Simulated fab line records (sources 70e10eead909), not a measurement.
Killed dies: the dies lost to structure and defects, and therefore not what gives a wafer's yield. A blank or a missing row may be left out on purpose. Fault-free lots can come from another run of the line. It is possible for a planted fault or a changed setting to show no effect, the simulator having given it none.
Matching of chambers    flow nand harc    NHARC_P_CONTACT_DEP_30 on pecvd-03: 3 sister chambers
The step deposits SiNx, target thk 30 nm. 6 wafers are shown with their chamber, then 7 later ones without.

## WAFERS, EACH WITH ITS CHAMBER
wafer   chamber  heater power w (W)
L285.1  0        787
L293.1  2        561
L293.2  1        697
L293.4  1        683
L297.2  0        763
L297.5  2        585

## WAFERS MISSING THEIR CHAMBER
wafer   heater power w (W)
L297.6  735
L299.1  793
L299.2  626
L299.5  689
L303.2  771
L303.4  625
L303.6  802

## WHICH CHAMBER EACH ONE RAN IN
wafer   from the rows above      in truth
L297.6  can't be placed: 0 or 1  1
L299.1  0                        0
L299.2  can't be placed: 2 or 1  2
L299.5  1                        1
L303.2  0                        0
L303.4  can't be placed: 2 or 1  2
L303.6  0                        0
Correctly placed: 4 of 7. These rows do not allow placing 3 (true chamber among the candidates in 3). Wrongly placed: 0.
How it was worked out, from the rows above alone: a wafer's distance from a chamber is the root of the sum, over the readings, of the square of ((its reading less the chamber's mean) divided by the reading's scatter). The wafer belongs to the nearest chamber; if the next one is less than 2 further off, it can't be placed. The mean given for a chamber averages the wafers shown for that chamber. How the scatter is found: for the shown wafers, subtract from each reading the mean of its chamber, square and add these, divide the total by (wafers less chambers), then take the root.
